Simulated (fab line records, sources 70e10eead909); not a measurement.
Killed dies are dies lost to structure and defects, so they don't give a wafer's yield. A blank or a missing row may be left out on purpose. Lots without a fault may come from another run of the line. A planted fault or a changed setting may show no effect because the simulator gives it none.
A struck lot beside a sound one | flow nand_harc | 15 steps out of a route of 1302
Sound: wafers L198.3, L198.5, L198.6. Struck: wafer L207.5. (L207.1, L207.6 of the same lot were not struck and are left out.) The cause comes at the end.
At each step with rows: each side's tool, then ch and its chambers, then its first start. Under that, the readings that differ: sound wafers | struck wafers | difference of the means | sigmas: that difference in standard deviations of wafers without a fault.
alike: readings whose means differ by less than 2 such deviations, and words and numbers that are the same on both sides. not compared: withheld readings, readings that some wafer has no value for, bounds like >300 that may hide the same value, and numbers for which the record gives no deviation and whose values overlap.
The two part at a step that has a row with sigmas, a row that says differs or no value, or rows on one side only. Numbers that don't overlap but have no deviation are shown without sigmas and don't part them. A reading that every wafer of one side lacks parts them only if that side has two wafers or more.

NHARC_THIN_TSV_DEP_43: deposits SiO2, target thk 1328.5 nm.
  sound on pecvd-04 ch 0,1,2, day 24 20:49; struck on pecvd-04 ch 0, day 29 04:01
  alike: throttle_valve_pct
  not compared: since_wet_clean_h
then, 8 steps without rows for these wafers: NHARC_THIN_TSV_DEHYDRATE_04 (time 120 s); NHARC_THIN_TSV_HMDS_05 (time 30 s); NHARC_THIN_TSV_COAT_06; NHARC_THIN_TSV_SOFTBAKE_07 (time 95 s); NHARC_THIN_TSV_EBR_08; NHARC_THIN_TSV_EXPOSE_09 (exposes mask TSV); NHARC_THIN_TSV_PEB_10 (peb time 85 s); NHARC_THIN_TSV_DEVELOP_11 (time 70 s).
NHARC_THIN_TSV_CD_MEAS_12: target cd 1000 nm.
  sound on cd_sem-03 ch 0, day 24 21:29; struck on cd_sem-03 ch 0, day 29 04:44
  alike: cd_nm
then, 1 step without rows for these wafers: NHARC_THIN_TSV_HARDBAKE_13 (time 80 s).
NHARC_THIN_TSV_DESCUM_14: chemistry O2, time 3 s.
  sound on rie_diel-05 ch 1,2, day 24 21:38; struck on rie_diel-10 ch 0, day 29 04:55
  alike: drypump_motor_current_A, oes_product_au, rf_vpp_V, showerhead_plenum_p_Torr, throttle_valve_pct
  not compared: rf_hours_counter_h
NHARC_THIN_TSV_ETCH_44: etches the open film in CF4/O2, target depth 1594.2 nm, time 797.1 s.
  sound on rie_diel-05 ch 1,2, day 24 21:49; struck on rie_diel-10 ch 0, day 29 05:00
  reading               | sound             | struck | difference | sigmas
  oes_product_au (a.u.) | 0.989 1.001 0.994 | 0.873  | -0.122     | -18
  alike: drypump_motor_current_A, rf_vpp_V, showerhead_plenum_p_Torr, throttle_valve_pct
  not compared: rf_hours_counter_h
NHARC_THIN_TSV_ETCH_15: target depth 3000 nm, bosch target overetch cycles 2, bosch etch step 2.8 s.
  sound on rie_si-05 ch 0,1,3, day 24 22:28; struck on rie_si-06 ch 1, day 29 05:41
  alike: drypump_motor_current_A
  not compared: rf_hours_counter_h
NHARC_END_SORT_01:
  the record has rows for the struck wafers here (prober-02 ch 0, day 29 22:57) and none for the sound ones

WHERE THEY PART
First at NHARC_THIN_TSV_ETCH_44; last, within this record, at NHARC_END_SORT_01.

WHY: what the simulator had put in
Process parameter drift: rie_diel-10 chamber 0, from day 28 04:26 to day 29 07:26, at NHARC_THIN_TSV_ETCH_44. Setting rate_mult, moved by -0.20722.
